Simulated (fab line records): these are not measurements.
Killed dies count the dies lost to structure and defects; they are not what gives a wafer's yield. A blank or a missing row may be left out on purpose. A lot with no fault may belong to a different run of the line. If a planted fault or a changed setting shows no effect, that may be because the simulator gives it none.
fab line records	flow n5-finfet
[record] lots = 4	wafers = 12	last-day = 17
route steps=1938 shown BEOL_M5@1112 PASSIVATION@1936
lots with no fault: from the same line, run without faults
start-h: start of the lot's first displayed wafer, in hours after the record's first day	wait-h: hours since the lot's step before	" identical to the entry in the row above	L1.1+2: several wafers, shown together as one row	- either no value or no given start	* or withheld: withheld	< > ~ a bound
route shown NAME@n: NAME is a module with steps in the file, n the number in the route of the first one	usual: the fault-free wafers' mean and standard deviation	same: alike in all rows	chamber/n: place in a boat	sites: the reading at each site	_std_site: their standard deviation	_edge_site: outer sites' mean less inner sites'	radius-mm: for every site, how far away it sits from the centre of the wafer	mask NAME#n: copy n	behind: the last tool/chamber to shape the wafer	hold: what put the lot on hold/how long, in hours/how the hold closed	device: the transistor (n, p or np) that didn't switch	end of line: the route-end tests of the same wafers	a step given without rows: its recipe and nothing more	killed: dies that structure and defects cost at the first sort, which is not the same as the wafer's yield	map: shows each die of a wafer: x if killed, . if not, _ if none is there
set.NAME: the setting that was run; set.NAME@STEP: the one run at that earlier step	model.NAME: the simulator's own value behind a step, which no gauge read
lots at selected steps of the route; one table per step, one row per wafer
services: from which hour (start-h, from the record's first day; less than 0 if before it) a tool's chamber was out of use, for how many hours, and why
[[steps]]
[step N5_BEOL_M5_ILD_DEP_00]
[recipe] material = SiCOH_lowk	target-thk-a = 1406.4	temp-c = 300	precursor = DEMS/porogen	pressure-torr = 5	rf-w = 500	time-s = 25.9
[step N5_BEOL_M5_CURE_79]
[recipe] temp-c = 385	time-s = 240	ambient = He/Ar	material = SiCOH_lowk
[step N5_BEOL_M5_PECVD_70]
[recipe] material = SiO2	target-thk-a = 160	temp-c = 400	precursor = TEOS/O2	pressure-torr = 5.5	rf-w = 450	teos-flow-sccm = 53.8	gas = O2	flow-sccm = 3000	time-s = 18
[step N5_BEOL_M5_HM_DEP_02]
[recipe] material = TiN	target-thk-a = 200	temp-c = 25	chamber-pressure-pa = 0.49996
[step N5_BEOL_M5_COAT_59]
[recipe] resist = SOC	temp-c = 250	time-s = 60	spin-rpm = 1500	resist-thk-nm = 60
[step N5_BEOL_M5_COAT_60]
[recipe] resist = SiARC	temp-c = 220	time-s = 60	spin-rpm = 1500	resist-thk-nm = 12
[step N5_BEOL_M5_COAT_71]
[recipe] resist = underlayer	temp-c = 205	time-s = 60	spin-rpm = 1500	resist-thk-nm = 5
[step N5_BEOL_M5_COAT_05]
[recipe] resist = CAR-EUV	spin-rpm = 1500	resist-thk-nm = 30
[step N5_BEOL_M5_EBR_07]
[recipe] solvent = PGMEA	ebr-width-mm = 1.5
[step N5_BEOL_M5_SOFTBAKE_06]
[recipe] temp-c = 110	time-s = 60	resist = CAR-EUV
[step N5_BEOL_M5_EXPOSE_08]
[recipe] mask-id = M5	na = 0.33	source-shape = annular	sigma-inner = 0.4	sigma-outer = 0.8	polarization = unpolarized	target-cd-nm = 28	dose-mj = 35.75
[usual] stage-msd-nm = 0.814/0.0063
lot.wafer	tool	chamber	start-h	wait-h	mask	stage-msd-nm
L532.2	euv-scanner-01	0	171.87	-	M5#0	0.808
L532.4	"	0	"	"	M5#0	0.811
L532.6	"	0	"	"	M5#0	0.810
L536.2	euv-scanner-01	0	207.23	-	M5#0	0.813
L536.3	"	0	"	"	M5#0	0.813
L536.5	"	0	"	"	M5#0	0.811
L540.1	euv-scanner-01	0	222.54	-	M5#0	0.810
L540.3	"	0	"	"	M5#0	0.809
L540.4	"	0	"	"	M5#0	0.809
L552.1	euv-scanner-02	0	297.45	-	M5#0	0.822
L552.4	"	0	"	"	M5#0	0.823
L552.6	"	0	"	"	M5#0	0.821
[step N5_BEOL_M5_PEB_09]
[recipe] peb-temp-c = 100	peb-time-s = 60	resist = CAR-EUV
[step N5_BEOL_M5_DEVELOP_10]
[recipe] develop-time-s = 30	developer = TMAH	resist = CAR-EUV	rinse-liquid = surfactant-rinse	dry = air-spin	dev-temp-c = 23
[step N5_BEOL_M5_CD_MEAS_11]
[recipe] target-cd-nm = 27.74	landing-energy-ev = 500	detector = se-inlens
[usual] cd-nm = 27.91/0.22
[same] landing-energy-ev = 500
lot.wafer	tool	chamber	start-h	wait-h	cd-nm
L532.2	cd-sem-03	0	171.99	-	27.72
L532.4	"	0	"	"	27.35
L532.6	"	0	"	"	27.90
L536.2	cd-sem-01	0	207.35	-	28.12
L536.3	"	0	"	"	26.79
L536.5	"	0	"	"	27.93
L540.1	cd-sem-01	0	222.67	-	27.96
L540.3	"	0	"	"	26.86
L540.4	"	0	"	"	26.61
L552.1	cd-sem-02	0	297.57	-	27.30
L552.4	"	0	"	"	28.04
L552.6	"	0	"	"	27.93
[step N5_BEOL_M5_DESCUM_16]
[recipe] chemistry = O2	time-s = 7	source-power-w = 50	bias-power-w = 20	pressure-mtorr = 20	rf-frequency-hz = 2.712e+07	temp-c = 40	resist = CAR-EUV	o2-flow-sccm = 225
[usual] drypump-motor-current-A = 5.8/0.46	oes-product-au = 0.74/0.062	rf-vpp-V = 243.1/1.4	showerhead-plenum-p-Torr = 2.09/0.067	throttle-valve-pct = 20.51/0.19
lot.wafer	tool	chamber	start-h	wait-h	drypump-motor-current-A	oes-product-au	rf-hours-counter-h	rf-vpp-V	showerhead-plenum-p-Torr	throttle-valve-pct	model.BEOL_M5.cd-nm
L532.2	rie-diel-02	2	172.11	0.0	4.9	0.74	185	243.5	2.07	20.24	27.8
L532.4	"	2	"	"	4.9	0.74	-	242.3	2.07	20.23	27.8
L532.6	"	3	"	"	5.9	0.70	-	242.1	2.00	20.52	27.8
L536.2	rie-diel-05	0	207.52	0.1	5.8	0.83	83	245.5	2.19	20.40	28.4
L536.3	"	3	"	"	5.6	0.71	227	244.3	2.16	20.57	27
L536.5	"	3	"	"	5.6	0.70	-	244.8	2.16	20.58	28
L540.1	rie-diel-01	2	222.79	0.0	5.9	0.71	199	245.3	2.14	20.47	28.4
L540.3	"	1	"	"	6.5	0.89	54	244.2	2.12	20.28	26.8
L540.4	"	0	"	"	6.1	0.77	162	240.3	2.02	20.80	26.8
L552.1	rie-diel-01	0	297.78	0.1	6.0	0.74	184	240.8	2.02	20.83	28.2
L552.4	"	3	"	"	5.0	0.69	229	241.4	2.00	20.66	28.2
L552.6	"	0	"	"	6.0	0.74	-	242.4	2.02	20.83	28.2
[step N5_BEOL_M5_ETCH_72]
[recipe] chemistry = N2/H2	target = underlayer	target-depth-a = 65	mask-material = CAR-EUV	time-s = 5.2	ion-energy-ev = 200	pressure-mtorr = 30	source-w = 840	bias-w = 150	n2-flow-sccm = 200	h2-flow-sccm = 200	ends = cleared
[step N5_BEOL_M5_ETCH_61]
[recipe] chemistry = CF4	target = SiARC	target-depth-a = 156	mask-material = CAR-EUV	time-s = 26	ion-energy-ev = 80	pressure-mtorr = 40	source-w = 545	bias-w = 36	Ar_flow_sccm = 100	cf4-flow-sccm = 100	ends = cleared
[step N5_BEOL_M5_ETCH_62]
[recipe] chemistry = N2/H2	target = SOC	target-depth-a = 750	overetch-a = 150	mask-material = SiARC	temp-c = 40	time-s = 112.5	ion-energy-ev = 200	pressure-mtorr = 30	source-w = 840	bias-w = 150	n2-flow-sccm = 200	h2-flow-sccm = 200
[step N5_BEOL_M5_STRIP_63]
[recipe] chemistry = N2/H2	temp-c = 40	n2-flow-sccm = 200	h2-flow-sccm = 200	rf-frequency-hz = 6e+07
[step N5_BEOL_M5_STRIP_73]
[recipe] chemistry = N2/H2	temp-c = 40	n2-flow-sccm = 200	h2-flow-sccm = 200	rf-frequency-hz = 6e+07
[step N5_BEOL_M5_STRIP_64]
[recipe] chemistry = CF4	resist = SiARC	power-w = 300	bias-power-w = 75	pressure-mtorr = 50	cf4-flow-sccm = 150	rf-frequency-hz = 6e+07
[step N5_BEOL_M5_HM_OPEN_17]
[recipe] chemistry = Cl2/BCl3	target-depth-a = 200	overetch-a = 60	target = TiN	mask-material = SOC	ion-energy-ev = 150	pressure-mtorr = 10	icp-w = 1000	bias-w = 126	Cl2_flow_sccm = 53.25	bcl3-flow-sccm = 21.75	Ar_flow_sccm = 25
[step N5_BEOL_M5_STRIP_19]
[recipe] chemistry = O2	power-w = 400	temp-c = 40	pressure-mtorr = 30	rf-frequency-hz = 6e+07	bias-power-w = 0	overash-fraction = 0.2	o2-flow-sccm = 225
[step N5_BEOL_M5_CD_MEAS_18]
[recipe] pitch-nm = 56	target-cd-nm = 28
[usual] cd-nm = 28.0/0.33
lot.wafer	tool	chamber	start-h	wait-h	cd-nm
L532.2	cd-sem-03	-	172.54	0.1	28.2
L532.4	"	-	"	"	28.3
L532.6	"	-	"	"	27.5
L536.2	cd-sem-01	-	207.96	0.1	28.5
L536.3	"	-	"	"	26.6
L536.5	"	-	"	"	27.9
L540.1	cd-sem-01	-	223.22	0.0	28.3
L540.3	"	-	"	"	26.7
L540.4	"	-	"	"	26.9
L552.1	cd-sem-02	-	298.21	0.0	28.5
L552.4	"	-	"	"	28.5
L552.6	"	-	"	"	28.0
[step N5_BEOL_M5_COAT_65]
[recipe] resist = SOC	temp-c = 250	time-s = 60	spin-rpm = 1500	resist-thk-nm = 60
[step N5_BEOL_M5_COAT_66]
[recipe] resist = SiARC	temp-c = 220	time-s = 60	spin-rpm = 1500	resist-thk-nm = 12
[step N5_BEOL_M5_COAT_74]
[recipe] resist = underlayer	temp-c = 205	time-s = 60	spin-rpm = 1500	resist-thk-nm = 5
[step N5_BEOL_M5_COAT_22]
[recipe] resist = CAR-EUV	spin-rpm = 1500	resist-thk-nm = 30
[step N5_BEOL_M5_EBR_24]
[recipe] solvent = PGMEA	ebr-width-mm = 1.5
[step N5_BEOL_M5_SOFTBAKE_23]
[recipe] temp-c = 110	time-s = 60	resist = CAR-EUV
[step N5_BEOL_M5_EXPOSE_25]
[recipe] mask-id = V4	na = 0.33	source-shape = quasar	sigma-inner = 0.2	sigma-outer = 0.6	polarization = unpolarized	defocus-nm = 10	dose-mj = 52.75
[step N5_BEOL_M5_PEB_26]
[recipe] peb-temp-c = 100	peb-time-s = 60	resist = CAR-EUV
[step N5_BEOL_M5_DEVELOP_27]
[recipe] develop-time-s = 30	developer = TMAH	resist = CAR-EUV	rinse-liquid = surfactant-rinse	dry = air-spin	dev-temp-c = 23
[step N5_BEOL_M5_DESCUM_33]
[recipe] chemistry = O2	time-s = 7	source-power-w = 50	bias-power-w = 20	pressure-mtorr = 20	rf-frequency-hz = 2.712e+07	temp-c = 40	resist = CAR-EUV	o2-flow-sccm = 225
[step N5_BEOL_M5_ETCH_75]
[recipe] chemistry = N2/H2	target = underlayer	target-depth-a = 65	mask-material = CAR-EUV	time-s = 5.2	ion-energy-ev = 200	pressure-mtorr = 30	source-w = 840	bias-w = 150	n2-flow-sccm = 200	h2-flow-sccm = 200	ends = cleared
[step N5_BEOL_M5_ETCH_41]
[recipe] chemistry = CH3F/O2	target = SiCN	target-depth-a = 315	taper-deg = 2	time-s = 56.7	ion-energy-ev = 120	mask-material = TiN	pressure-mtorr = 30	source-w = 395	bias-w = 75	Ar_flow_sccm = 150	CH3F_flow_sccm = 30	O2_flow_sccm = 20
[usual] drypump-motor-current-A = 5.8/0.49	oes-product-au = 0.73/0.052	rf-vpp-V = 297.0/1.6	showerhead-plenum-p-Torr = 1.98/0.069	throttle-valve-pct = 16.38/0.15
lot.wafer	tool	chamber	start-h	wait-h	drypump-motor-current-A	oes-product-au	rf-hours-counter-h	rf-vpp-V	showerhead-plenum-p-Torr	throttle-valve-pct	model.BEOL_M5.cd-nm
L532.2	rie-diel-01	3	-	-	5.0	0.71	194	294.3	1.91	16.37	28
L532.4	"	2	"	"	6.0	0.73	184	297.6	2.08	16.54	27.8
L532.6	"	3	"	"	5.0	0.71	-	296.3	1.91	16.39	27.8
L536.2	rie-diel-01	2	-	-	5.9	0.72	194	299.5	2.07	16.58	28.6
L536.3	"	1	"	"	6.5	0.87	50	297.9	2.02	16.11	26.6
L536.5	"	2	"	"	6.0	0.72	-	299.6	2.07	16.57	27.8
L540.1	rie-diel-01	0	-	-	6.0	0.76	163	295.6	1.91	16.52	28.2
L540.3	"	2	"	"	6.0	0.71	199	298.4	2.07	16.58	26.6
L540.4	"	3	"	"	5.0	0.70	209	296.6	1.91	16.40	26.8
L552.1	rie-diel-02	0	-	-	5.7	0.71	199	297.2	1.98	16.28	28.4
L552.4	"	1	"	"	6.2	0.70	224	299.1	2.06	16.46	28.2
L552.6	"	1	"	"	6.2	0.70	-	299.3	2.07	16.44	28.2
[step N5_PASSIVATION_PROBE_49]
[usual] defect-limited-yield = 91.0/1.3	killed_at_M0_to_M3 = 36/9.5	killed_at_M4_up = 14/5.6	killed-at-contacts = 12/6.4	killed-at-front-end = 40/10	killed-at-other = 3.2/3	killed-dies = 107/15	killed-open = 69/12	killed-short = 35/7.7	sort_bin_5_function = 5.3/0.91	sort_bin_6_memory = 3.3/0.65	sort-n-pass = 1073/15	sort-yield-pct = 91.0/1.3
[same] gross-dies = 1180	killed-at-back-side = 0	sort_bin_4_leakage[%] = 0	sort_bin_8_speed[%] = 0
lot.wafer	tool	chamber	start-h	wait-h	defect-limited-yield[%]	killed_at_M0_to_M3	killed_at_M4_up	killed-at-contacts	killed-at-front-end	killed-at-other	killed-dies	killed-open	killed-short	sort_bin_5_function[%]	sort_bin_6_memory[%]	sort-n-pass	sort-yield-pct[%]
L540.3	prober-02	-	333.07	0.6	91.9	34	24	11	24	2	95	57	33	4.4	3.3	1085	91.9
L540.4	prober-02	-	333.12	0.7	90.7	50	12	14	34	0	110	66	41	5.3	3.6	1070	90.7
// killed by level:class
L540.3 MOL_CONTACT_COAG:geometric-particle:open=8 BEOL_M3:geometric-particle:open=8 BEOL_M5:geometric-particle:open=7 BEOL_M0_SAQP:geometric-particle:short=6 BEOL_M0_SAQP:geometric-particle:open=6 BEOL_M1:geometric-particle:open=6 STI_FIN_REVEAL:geometric-particle:open=5 STARTING-WAFER:geometric-particle:open=4
L540.4 MOL_CONTACT_COAG:geometric-particle:open=10 BEOL_M3:geometric-particle:open=10 BEOL_M1:geometric-particle:open=9 BEOL_M0_SAQP:geometric-particle:short=8 FIN_SAQP:geometric-particle:open=7 STI_FIN_REVEAL:geometric-particle:open=6 BEOL_M0_SAQP:geometric-particle:open=6 BEOL_M3:geometric-particle:short=6
[[services]]
tool	chamber	start-h	hours	kind
euv-scanner-02	-	152.67	-	calibration
rie-diel-02	1	163.00	10.2	repair
euv-scanner-01	-	167.80	1.0	pm
rie-diel-05	1	177.64	1.4	repair
rie-diel-01	0	181.02	4.1	repair
euv-scanner-01	0	184.87	-	calibration
euv-scanner-02	-	193.31	1.0	pm
euv-scanner-02	0	194.62	-	calibration
euv-scanner-01	-	194.71	5.8	pm
euv-scanner-02	-	205.09	4.6	pm
euv-scanner-01	-	223.95	1.0	pm
euv-scanner-02	-	249.46	1.0	pm
euv-scanner-01	-	280.10	1.0	pm
rie-diel-05	3	291.67	-	clean
rie-diel-05	3	291.67	-	consumable-replace:focus-ring
rie-diel-05	3	291.67	12.5	scheduled-down
rie-diel-05	3	291.67	12.5	vent-cycle
[[key]]
[first-sign] step = N5_BEOL_M5_CD_MEAS_11	reading = cd-nm	direction = down	sigmas = 5.2	usual = 27.91	struck = 26.76
[effect] step = N5_BEOL_M5_CD_MEAS_18	reading = cd-nm	direction = down	sigmas = 4	usual = 28.0	struck = 26.7
[model-effect] step = N5_BEOL_M5_DESCUM_16	value = BEOL_M5.cd-nm	without = 28.2	struck = 26.87
[model-effect] step = N5_BEOL_M5_ETCH_41	value = BEOL_M5.cd-nm	without = 27.87	struck = 26.67
met-at N5_BEOL_M5_EXPOSE_08
struck-wafers L536.3,L540.3,L540.4
onset-between 171.87 207.23
[fault] kind = process-parameter-drift	tool = euv-scanner-01	chamber = -	onset-h = 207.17	steps = N5_BEOL_M5_EXPOSE_08	channel = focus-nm	offset = 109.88	shape = step	end-h = 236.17	scope = struck-wafers-only
